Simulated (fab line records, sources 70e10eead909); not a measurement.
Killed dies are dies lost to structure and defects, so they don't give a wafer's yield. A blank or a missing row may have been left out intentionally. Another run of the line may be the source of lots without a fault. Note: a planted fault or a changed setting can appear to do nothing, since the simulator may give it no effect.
fab line records	flow nand-harc
record: lots: 7	wafers: 19	last-day: 24
route steps=1159 shown A_CONTACT@938 END@1159
lots untouched by any fault: they come from a run of this same line in which no faults occurred
start-h: start of the lot's first displayed wafer, in hours after the record's first day	wait-h: hours elapsed since this lot's preceding step	" the same as in the row above	L1.1+2: a single row standing in for several wafers	- either no value or no given start	* or withheld: withheld	< > ~ a bound
route shown NAME@n: a module of which the file shows steps, and the number in the route of the first	usual: mean/standard deviation of fault-free wafers	same: alike in all rows	chamber/n: place in a boat	sites: each site's reading	_std_site: the values' standard deviation	_edge_site: the outer-site mean with the inner-site mean subtracted	radius-mm: how far each site lies from the wafer's centre	mask NAME#n: copy n	behind: the most recent tool/chamber to have shaped the wafer	hold: why the lot was held/for how many hours/how that ended	device: the n, p or np transistor that did not switch	end of line: the tests these same wafers got at the end of their route	step lacking rows: just its recipe	killed: at the first sort, the dies lost to defects and structure; wafer yield is something else	map: shows each die of a wafer: x if killed, . if not, _ if none is there
set.NAME: the setting the step ran with; set.NAME@STEP: the setting that earlier step ran with	model.NAME: the simulator's own value behind a step, which no gauge read
lots seen at some steps along the route; tables by step, rows by wafer
services: from which hour (start-h, from the record's first day; less than 0 if before it) a tool's chamber was out of use, for how many hours, and why
== steps ==
step: NHARC_A_CONTACT_DESCUM_13
recipe: time-s: 3	o2-flow-sccm: 200	ar-flow-sccm: 0	bias-power-w: 0	chemistry: O2
usual: drypump-motor-current-A: 5.7/0.33	oes-product-au: 0.997/0.014	rf-vpp-V: 57.9/0.91	showerhead-plenum-p-Torr: 1.96/0.077	throttle-valve-pct: 11.311/0.0084
lot.wafer	tool	chamber	start-h	wait-h	drypump-motor-current-A	oes-product-au	rf-hours-counter-h	rf-vpp-V	showerhead-plenum-p-Torr	throttle-valve-pct
L171.4	rie-diel-07	2	387.66	0.1	6.3	0.994	58	58.9	2.06	11.312
L171.3	"	3	"	"	5.7	1.022	56	58.3	1.94	11.310
L171.5	"	1	"	"	5.8	1.003	-	58.0	1.92	11.304
L172.3	rie-diel-08	3	402.68	0.1	5.4	1.023	17	58.7	2.04	11.312
L172.6	"	3	"	"	5.4	1.024	-	58.6	2.04	11.318
L173.2	rie-diel-13	1	413.77	0.1	6.1	0.981	44	57.2	1.90	11.308
L173.3	"	2	"	"	5.3	0.988	37	56.7	1.87	11.306
L173.4	"	3	"	"	5.5	0.994	50	57.0	1.76	11.322
L175.6	rie-diel-08	3	425.01	0.1	5.5	1.026	-	57.0	2.04	11.312
L175.5	"	0	"	"	5.7	0.981	-	57.7	1.94	11.312
L187.1	rie-diel-07	2	478.46	0.1	6.3	1.008	28	57.7	2.05	11.295
L187.3	"	0	"	"	5.3	0.997	30	58.1	2.00	11.335
L187.5	"	2	"	"	6.3	1.009	-	58.9	2.05	11.314
L191.2	rie-diel-13	0	516.77	0.1	5.9	1.006	19	57.9	2.05	11.308
L191.3	"	1	"	"	6.1	0.992	22	58.2	1.89	11.308
L191.6	"	3	"	"	5.5	1.012	-	57.7	2.07	11.319
L192.1	rie-diel-07	1	517.99	0.1	5.8	1.010	42	58.4	1.91	11.309
L192.2	"	2	"	"	6.3	1.005	42	58.5	2.04	11.308
L192.5	"	0	"	"	5.3	1.001	-	57.9	1.99	11.316
step: NHARC_A_CONTACT_ETCH_88
recipe: target-depth-a: 390	over-etch-frac: 0.3	time-s: 65	ion-energy-ev: 80	cf4-flow-sccm: 150	ar-flow-sccm: 0	rf-w: 300	bias-w: 100	chemistry: CF4
step: NHARC_A_CONTACT_ETCH_89
recipe: target-depth-a: 2600	over-etch-frac: 0.3	time-s: 475.3	ion-energy-ev: 200	n2-flow-sccm: 150	h2-flow-sccm: 150	ar-flow-sccm: 0	rf-w: 400	bias-w: 150	chemistry: N2/H2
usual: drypump-motor-current-A: 5.7/0.33	oes-product-au: 0.998/0.013	rf-vpp-V: 431.7/2.4	run-length-s: 496.5/0.35	showerhead-plenum-p-Torr: 2.08/0.084	throttle-valve-pct: 14.170/0.0093
lot.wafer	tool	chamber	start-h	wait-h	drypump-motor-current-A	oes-product-au	rf-hours-counter-h	rf-vpp-V	run-length-s	showerhead-plenum-p-Torr	throttle-valve-pct
L171.4	rie-diel-07	0	-	-	5.3	1.008	54	433.1	497.0	2.14	14.152
L171.3	"	1	"	"	5.9	1.014	56	431.3	496.9	2.05	14.171
L171.5	"	2	"	"	6.3	0.990	-	435.0	496.2	2.20	14.176
L172.3	rie-diel-08	3	-	-	5.4	1.024	17	433.8	496.4	2.18	14.152
L172.6	"	1	"	"	5.9	1.004	-	429.5	496.6	2.04	14.174
L173.4	rie-diel-13	3	-	-	5.5	1.009	50	427.0	496.3	1.88	14.166
L173.2	"	0	"	"	5.9	0.998	51	434.9	496.4	2.20	14.168
L173.3	"	2	"	"	5.4	0.982	37	427.5	496.1	1.99	14.173
L175.6	rie-diel-08	0	-	-	5.7	0.985	-	430.7	496.1	2.07	14.184
L175.5	"	1	"	"	5.9	1.011	-	431.1	496.7	2.04	14.169
L187.1	rie-diel-07	0	-	-	5.3	0.988	31	434.4	496.7	2.13	14.167
L187.3	"	1	"	"	5.9	0.985	29	430.5	497.4	2.04	14.169
L187.5	"	3	"	"	5.8	1.002	-	430.6	496.9	2.06	14.156
L191.2	rie-diel-13	0	-	-	5.9	1.004	19	434.5	496.5	2.19	14.166
L191.3	"	2	"	"	5.3	0.987	23	430.3	496.2	1.98	14.159
L191.6	"	0	"	"	5.9	1.009	-	434.3	496.6	2.19	14.168
L192.1	rie-diel-07	1	-	-	5.8	1.018	42	430.9	496.7	2.03	14.178
L192.2	"	3	"	"	5.8	1.010	45	429.3	497.1	2.05	14.177
L192.5	"	2	"	"	6.3	1.006	-	434.4	496.4	2.18	14.175
step: NHARC_A_CONTACT_ETCH_30
recipe: target-depth-a: 605	time-s: 30.2	cf4-flow-sccm: 100	chf3-flow-sccm: 30	ar-flow-sccm: 0	rf-w: 500	bias-w: 200	chemistry: CF4/CHF3
usual: drypump-motor-current-A: 5.7/0.32	oes-product-au: 0.931/0.021	rf-vpp-V: 371.7/2.1	run-length-s: 51.5/0.34	showerhead-plenum-p-Torr: 1.61/0.059	throttle-valve-pct: 16.802/0.01
lot.wafer	tool	chamber	start-h	wait-h	drypump-motor-current-A	oes-product-au	rf-hours-counter-h	rf-vpp-V	run-length-s	showerhead-plenum-p-Torr	throttle-valve-pct
L171.3	rie-diel-07	0	-	-	5.3	0.933	55	373.2	51.8	1.65	16.808
L171.4	"	1	"	"	5.8	0.925	56	369.6	52.2	1.58	16.799
L171.5	"	0	"	"	5.3	0.924	-	373.0	51.8	1.65	16.791
L172.3	rie-diel-08	1	-	-	5.8	0.938	17	369.4	51.3	1.57	16.818
L172.6	"	1	"	"	5.9	0.925	-	370.4	51.8	1.57	16.814
L173.2	rie-diel-13	1	-	-	6.1	0.911	44	369.1	51.6	1.56	16.800
L173.4	"	3	"	"	5.5	0.978	50	367.3	51.3	1.46	16.813
L173.3	"	0	"	"	5.9	0.980	52	374.0	51.9	1.69	16.800
L175.5	rie-diel-08	3	-	-	5.4	0.938	-	375.5	51.7	1.67	16.801
L175.6	"	0	"	"	5.6	0.912	-	372.2	51.7	1.59	16.800
L187.1	rie-diel-07	3	-	-	5.8	0.933	30	370.7	51.7	1.59	16.788
L187.3	"	1	"	"	5.8	0.920	29	370.9	51.8	1.57	16.799
L187.5	"	0	"	"	5.3	0.916	-	372.6	51.8	1.64	16.811
L191.3	rie-diel-13	1	-	-	6.1	0.925	22	369.6	51.6	1.55	16.812
L191.2	"	2	"	"	5.3	0.912	23	368.5	50.9	1.53	16.795
L191.6	"	0	"	"	5.9	0.931	-	373.6	52.1	1.68	16.791
L192.2	rie-diel-07	0	-	-	5.3	0.969	46	373.7	52.1	1.63	16.785
L192.1	"	1	"	"	5.8	0.970	42	369.9	51.7	1.57	16.803
L192.5	"	2	"	"	6.3	0.987	-	372.7	51.3	1.67	16.788
step: NHARC_A_CONTACT_ETCH_31
recipe: target-depth-a: 20000	over-etch-frac: 0.3	time-s: 520	ion-energy-ev: 150	o2-flow-sccm: 400	cos-flow-sccm: 20	ar-flow-sccm: 0	rf-w: 500	bias-w: 300	chemistry: O2/COS
step: NHARC_A_CONTACT_ETCH_134
recipe: source-w: withheld	pressure-mtorr: 20	bias-v: withheld	time-s: 140	target-depth-a: 7000	ar-flow-sccm: withheld	c4f8-flow-sccm: withheld	o2-flow-sccm: withheld	chemistry: C4F8/O2/Ar
usual: run-length-s: 141.3/0.34
lot.wafer	tool	chamber	start-h	wait-h	rf-hours-counter-h	run-length-s
L171.3	har-cap-etch-03	1	388.72	-	-	141.5
L171.4	"	0	"	"	-	141.4
L171.5	"	0	"	"	-	141.0
L172.3	har-cap-etch-01	0	403.93	-	-	140.5
L172.6	"	0	"	"	-	140.5
L173.2	har-cap-etch-03	1	414.76	-	90	141.7
L173.3	"	1	"	"	-	141.2
L173.4	"	0	"	"	-	141.3
L175.6	har-cap-etch-03	1	426.26	-	-	141.4
L175.5	"	0	"	"	-	141.6
L187.1	har-cap-etch-02	1	479.66	-	31	142.1
L187.3	"	1	"	"	-	141.4
L187.5	"	0	"	"	-	141.3
L191.2	har-cap-etch-03	1	517.78	-	109	140.9
L191.3	"	1	"	"	-	141.5
L191.6	"	0	"	"	-	141.0
L192.1	har-cap-etch-01	0	518.97	-	80	140.9
L192.2	"	1	"	"	80	141.7
L192.5	"	1	"	"	-	141.2
step: NHARC_A_CONTACT_ETCH_135
recipe: source-w: withheld	pressure-mtorr: 20	bias-v: 3000	time-s: 132	target-depth-a: 12870	ar-flow-sccm: withheld	c4f8-flow-sccm: withheld	o2-flow-sccm: withheld	chemistry: C4F8/O2/Ar
step: NHARC_A_CONTACT_ETCH_136
recipe: source-w: withheld	pressure-mtorr: 20	bias-v: 3000	time-s: 132	target-depth-a: 12870	ar-flow-sccm: withheld	c4f8-flow-sccm: withheld	o2-flow-sccm: withheld	chemistry: C4F8/O2/Ar
step: NHARC_A_CONTACT_ETCH_137
recipe: source-w: withheld	pressure-mtorr: 20	bias-v: 3000	time-s: 132	target-depth-a: 12870	ar-flow-sccm: withheld	c4f8-flow-sccm: withheld	o2-flow-sccm: withheld	chemistry: C4F8/O2/Ar
step: NHARC_A_CONTACT_ETCH_138
recipe: source-w: withheld	pressure-mtorr: 20	bias-v: 3000	time-s: 132	target-depth-a: 12890	ar-flow-sccm: withheld	c4f8-flow-sccm: withheld	o2-flow-sccm: withheld	chemistry: C4F8/O2/Ar
usual: run-length-s: 132/0
lot.wafer	tool	chamber	start-h	wait-h	rf-hours-counter-h	run-length-s
L171.3	har-cap-etch-03	1	389.26	0.1	-	132
L171.4	"	0	"	"	-	132
L171.5	"	0	"	"	-	132
L172.3	har-cap-etch-01	0	404.47	0.1	-	132
L172.6	"	0	"	"	-	132
L173.2	har-cap-etch-03	1	415.33	0.1	90	132
L173.3	"	1	"	"	-	132
L173.4	"	0	"	"	-	132
L175.6	har-cap-etch-03	1	426.78	0.1	-	132
L175.5	"	0	"	"	-	132
L187.1	har-cap-etch-02	1	480.23	0.1	32	132
L187.3	"	1	"	"	-	132
L187.5	"	0	"	"	-	132
L191.2	har-cap-etch-03	1	518.34	0.1	109	132
L191.3	"	1	"	"	-	132
L191.6	"	0	"	"	-	132
L192.1	har-cap-etch-01	0	519.54	0.1	80	132
L192.2	"	1	"	"	80	132
L192.5	"	1	"	"	-	132
step: NHARC_A_CONTACT_ETCH_139
recipe: source-w: withheld	pressure-mtorr: 20	bias-v: 400	time-s: 137	target-depth-a: 5900	ar-flow-sccm: withheld	c4f8-flow-sccm: 11.5	o2-flow-sccm: 7.2	chemistry: C4F8/O2/Ar
step: NHARC_A_CONTACT_ETCH_92
recipe: target-depth-a: 400	over-etch-frac: 0.5	time-s: 85.7	ion-energy-ev: 120	ch3f-flow-sccm: 50	o2-flow-sccm: 30	ar-flow-sccm: 200	rf-w: 500	bias-w: 100	chemistry: CH3F/O2
step: NHARC_A_CONTACT_ETCH_98
recipe: target-depth-a: 200	over-etch-frac: 0.5	time-s: 10	ion-energy-ev: 250	c4f6-flow-sccm: 25	o2-flow-sccm: 20	ar-flow-sccm: 500	rf-w: 600	bias-w: 500	chemistry: C4F6/O2
usual: c4f6-flow-sccm: 25.01/0.074	drypump-motor-current-A: 5.6/0.32	oes-product-au: 0.960/0.026	rf-vpp-V: 548.6/2.6	run-length-s: 31.0/0.32	showerhead-plenum-p-Torr: 4.00/0.13	throttle-valve-pct: 26.903/0.0083
lot.wafer	tool	chamber	start-h	wait-h	c4f6-flow-sccm	drypump-motor-current-A	oes-product-au	rf-hours-counter-h	rf-vpp-V	run-length-s	showerhead-plenum-p-Torr	throttle-valve-pct
L171.4	rie-diel-08	0	389.87	-	25.08	5.7	0.920	15	548.8	30.9	3.97	26.911
L171.3	"	2	"	"	25.04	5.1	0.933	15	546.7	30.4	3.94	26.917
L171.5	"	0	"	"	25.08	5.7	0.920	-	548.2	30.6	3.97	26.921
L172.3	rie-diel-08	1	405.10	-	25.05	5.9	0.956	17	547.0	27.7	3.92	26.904
L172.6	"	3	"	"	25.05	5.4	0.968	-	552.6	30.8	4.17	26.899
L173.4	rie-diel-08	2	415.99	-	24.99	5.1	0.921	19	545.8	30.4	3.94	26.892
L173.3	"	3	"	"	25.08	5.4	0.956	19	551.8	27.1	4.17	26.910
L173.2	"	0	"	"	25.00	5.7	0.940	20	547.6	31.2	3.97	26.903
L175.5	rie-diel-08	1	427.37	-	24.85	5.8	0.943	-	546.6	27.7	3.92	26.909
L175.6	"	2	"	"	24.98	5.1	0.930	-	548.6	30.8	3.94	26.911
L187.3	rie-diel-13	2	480.89	-	24.91	5.3	0.989	10	546.0	30.7	3.83	26.904
L187.1	"	0	"	"	24.92	5.9	1.005	8	552.4	31.0	4.18	26.895
L187.5	"	2	"	"	24.95	5.4	0.992	-	543.6	30.5	3.83	26.905
L191.2	rie-diel-08	0	519.01	-	25.20	5.7	1.000	6	547.0	30.9	3.96	26.906
L191.3	"	2	"	"	24.96	5.1	1.014	6	547.8	30.5	3.93	26.890
L191.6	"	0	"	"	24.96	5.7	1.005	-	548.4	30.7	3.96	26.905
L192.1	rie-diel-08	2	520.22	-	24.94	5.1	0.982	6	547.6	30.4	3.93	26.910
L192.2	"	3	"	"	24.93	5.4	0.969	6	551.8	30.9	4.16	26.907
L192.5	"	2	"	"	25.01	5.2	0.980	-	546.3	30.6	3.93	26.896
step: NHARC_A_CONTACT_CD_MEAS_15
usual: cd-nm: 89.8/0.81
lot.wafer	tool	chamber	start-h	wait-h	cd-nm
L171.3	cd-sem-02	-	389.96	-	89.0
L171.4	"	-	"	"	91.0
L171.5	"	-	"	"	89.5
L172.3	cd-sem-01	-	405.18	-	90.3
L172.6	"	-	"	"	91.8
L173.2	cd-sem-02	-	416.08	-	90.2
L173.3	"	-	"	"	90.3
L173.4	"	-	"	"	90.4
L175.5	cd-sem-03	-	427.45	-	88.6
L175.6	"	-	"	"	88.4
L187.1	cd-sem-01	-	480.97	-	88.8
L187.3	"	-	"	"	89.7
L187.5	"	-	"	"	89.1
L191.2	cd-sem-02	-	519.09	-	89.4
L191.3	"	-	"	"	89.9
L191.6	"	-	"	"	90.7
L192.1	cd-sem-02	-	520.29	-	89.8
L192.2	"	-	"	"	89.3
L192.5	"	-	"	"	89.6
step: NHARC_END_SORT_01
recipe: temp-c: 25
usual: killed-at-array: 25/7.8	killed-at-other: 0.6/0.81	killed-at-periphery: 3.3/2.2	killed-dies: 29/8.2	killed-open: 3.5/1.9	killed-short: 1.8/1.3
same: gross-dies: 677
lot.wafer	tool	chamber	start-h	wait-h	killed-at-array	killed-at-other	killed-at-periphery	killed-dies	killed-open	killed-short
L172.3	prober-01	0	456.52	3.1	586	1	4	591	1	2
L173.3	prober-02	0	472.85	3.1	639	3	1	643	1	2
L175.5	prober-01	0	482.14	3.7	627	0	3	630	3	2
killed by level:class
L172.3 A_CONTACT:area-etch=570 A_SLIT:chamber-film-flake=6 A_STAIRCASE:chamber-film-flake=3 P_STI:chamber-film-flake=2 A_WL_FILL:chamber-film-flake=2 A_CONTACT:chamber-film-flake=2 P_M1:geometric-particle:open=1 A_WL_FILL:geometric-particle:short=1
L173.3 A_CONTACT:area-etch=613 A_CHANNEL_HOLE_D1:chamber-film-flake=12 A_SLIT:chamber-film-flake=11 THIN_TSV:chamber-film-flake=2 A_SGD_CUT:geometric-particle:short=1 A_BLC:geometric-particle:open=1 P_GATE:chamber-film-flake=1 STARTING-WAFER:geometric-particle:short=1
L175.5 A_CONTACT:area-etch=590 A_CHANNEL_HOLE_D1:chamber-film-flake=17 A_SLIT:chamber-film-flake=14 P_ZERO_WELL:chamber-film-flake=2 A_CONTACT:chamber-film-flake=2 P_M0:geometric-particle:open=1 A_SOURCE_PLATE:geometric-particle:open=1 A_CHANNEL_FILL_D1:geometric-particle:short=1
map L172.3 (x killed, . not)
____________x____________
_________xxxxxxx_________
_______xxxxxxxxxxx_______
______xxxxxxxxxxxxx______
_____xxxxxxxxxxxxxxx_____
____xxxxxxxxxxxxxxxxx____
____xxxxxxxxxxxxxxxxx____
___xxxxxxx.xxxxxxxxxxx___
___xxxxxxxxxx.xxxxxxxx___
__xxxxxxxxxx.xxxx.xxxxx__
__xxxxxxxxxxxxx.xxxxxxx__
_xxxxxx.xxxxxx.xxxxxxxxx_
_xxxxxxxxx...x.xxxxxxxxx_
_xxxxxxxxx...xxx..xxxxxx_
_xxxxxx.xxxxxxxxx.xx.xxx_
_xxx.xxxxx...x...xxxxxxx_
xxxxxxx.xxx.x.....x.xxxxx
xxxxxxxxx..xx.x....xxxxxx
xxxxxxxxx.x..xx.xxxxxx.xx
xxxxxxxxxxxxxx..xxxxxxxxx
xxxx..x..xx.x.x.x..xxxxxx
_xxxxxx.xx.xxx..xxx.xxxx_
_xxxxx.x.xxxxxxxxxx.xxxx_
_xxxxxxxxxxx.xxx..xxxxxx_
_xxxxxxx.xxx..xxxxxxxxxx_
_xxxxxxxxx.xx..xxxxxxxxx_
__xxxxxxxxxxxxxx.xxxxxx__
__xxxxxxxxxxxxxxx.xxxxx__
___xxxxxx..xxx.xxxxxxx___
___xxxxxxx.xx.x.xxxxxx___
____xxx.xxxxx.xxxxxxx____
____xxxxxxxxxxxxxxxxx____
_____xxxxxxxxxxx.xxx_____
______xxxxxx.xxxxxx______
_______xxxxxxxxxxx_______
_________xxxxxxx_________
____________x____________
map L173.3 (x killed, . not)
____________x____________
_________x.xxxxx_________
_______xxxxxxxxxxx_______
______xx..xxxxxxxxx______
_____xxx.xxxxxx.xxxx_____
____xxxxxxxxxxxxxxxxx____
____xxxx.xxxxxxxxxxxx____
___xxxxxxxxxxxxxxxxx.x___
___xxxxxxxxxxxxx.xxxx.___
__xxxxxxxxxxxxxxxxxxxxx__
__xxxxxxxxxxxxxxxxxxxxx__
_xxxxxxxxxxxxxxxxxxx.x.x_
_xxxxxxxxxxxxxxxxxxxxxxx_
_xxxxxxxxxxxxxxxxxxxxxxx_
_xxxxxxxxxxxxxxxxxxxxxxx_
_xxxxxxxxxxxxxxxxxxxxxxx_
xxxxxxxxxxxxxxxxxxxxxxxxx
xxxxxxxxxxxxx.xxxxxxxxx.x
xxxxxxxxxxxxxxxxxxxxxxxxx
xxxxxxxxxxxxxxxxxxxxxxxxx
xxxxxxxxxxxxxxxxxxxxxxxx.
_xxxxxxxxxxxxxxxxxxxxxxx_
_xxxxxxxxxx.xxxxxxxxx.x._
_xxxxxxxxxxxxxxxxxxxxxxx_
_xxxxxxxxxxxxxxxxxxxx.xx_
_xxxxxxxxxxxxxxxxxxxxxxx_
__xxxxxxxxxxxxxxxx.x..x__
__xxxxxxxxxxxxxxxxx.xxx__
___xxxx.xxxxxxxxx.xx..___
___xxxxxxxxxxxxxxxx..x___
____xxxxxxxxxxxxxxxxx____
____xxxxxxxxxxxxxxx.x____
_____xxxx.xxxxxxxxxx_____
______xxxxxxxxxxxxx______
_______xxx..xxxxxx_______
_________xxxx.xx_________
____________.____________
== services ==
tool	chamber	start-h	hours	kind
rie-diel-08	0	384.48	-	clean
rie-diel-08	1	384.48	-	clean
rie-diel-08	2	384.48	-	clean
rie-diel-08	3	384.48	-	clean
har-cap-etch-01	-	395.64	0.4	repair
rie-diel-13	1	399.79	10.7	repair
rie-diel-07	-	405.74	9.0	pm
rie-diel-08	0	409.03	-	clean
rie-diel-08	1	409.03	-	clean
rie-diel-08	2	409.03	-	clean
rie-diel-08	3	409.03	-	clean
rie-diel-08	0	417.33	3.9	repair
rie-diel-08	0	433.53	-	clean
rie-diel-08	1	433.53	-	clean
rie-diel-08	2	433.53	-	clean
rie-diel-08	3	433.53	-	clean
rie-diel-13	-	442.55	0.3	repair
rie-diel-07	-	444.54	0.8	repair
rie-diel-13	-	453.14	9.0	pm
rie-diel-08	0	458.04	-	clean
rie-diel-08	1	458.04	-	clean
rie-diel-08	2	458.04	-	clean
rie-diel-08	-	459.16	21.9	repair
rie-diel-13	0	505.73	5.7	repair
== key ==
first-sign: step: NHARC_A_CONTACT_ETCH_98	reading: run-length-s	direction: down	sigmas: 11	usual: *	struck: *
effect: step: NHARC_END_SORT_01	reading: killed-at-array	direction: up	sigmas: 76	usual: 25	struck: 617
more-kills-born-at: NHARC_A_CONTACT_ETCH_98@rie-diel-08: 1773
met-at NHARC_A_CONTACT_ETCH_98
struck-wafers L172.3,L173.3,L175.5
later-rows-left-out L172.3,L173.3,L175.5
tester-left-out L172,L173,L175
onset-between 389.87 405.10
fault: kind: process-parameter-drift	tool: rie-diel-08	chamber: -	onset-h: 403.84	steps: NHARC_A_CONTACT_ETCH_98	channel: time-s	offset: *	shape: step	end-h: 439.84	scope: struck-wafers-only	acts-in: *	stated: *
tester-left-out: of these lots the tester's yield and bins aren't shown, on N5 and GAA mostly nor the transistor test; their killed dies are dies lost to structure and defects alone, not to doping, threshold or leakage, so they don't give the yield
later-rows-left-out: the simulator's readings of these wafers behind a module that went badly wrong aren't trusted and aren't shown, but for the sort
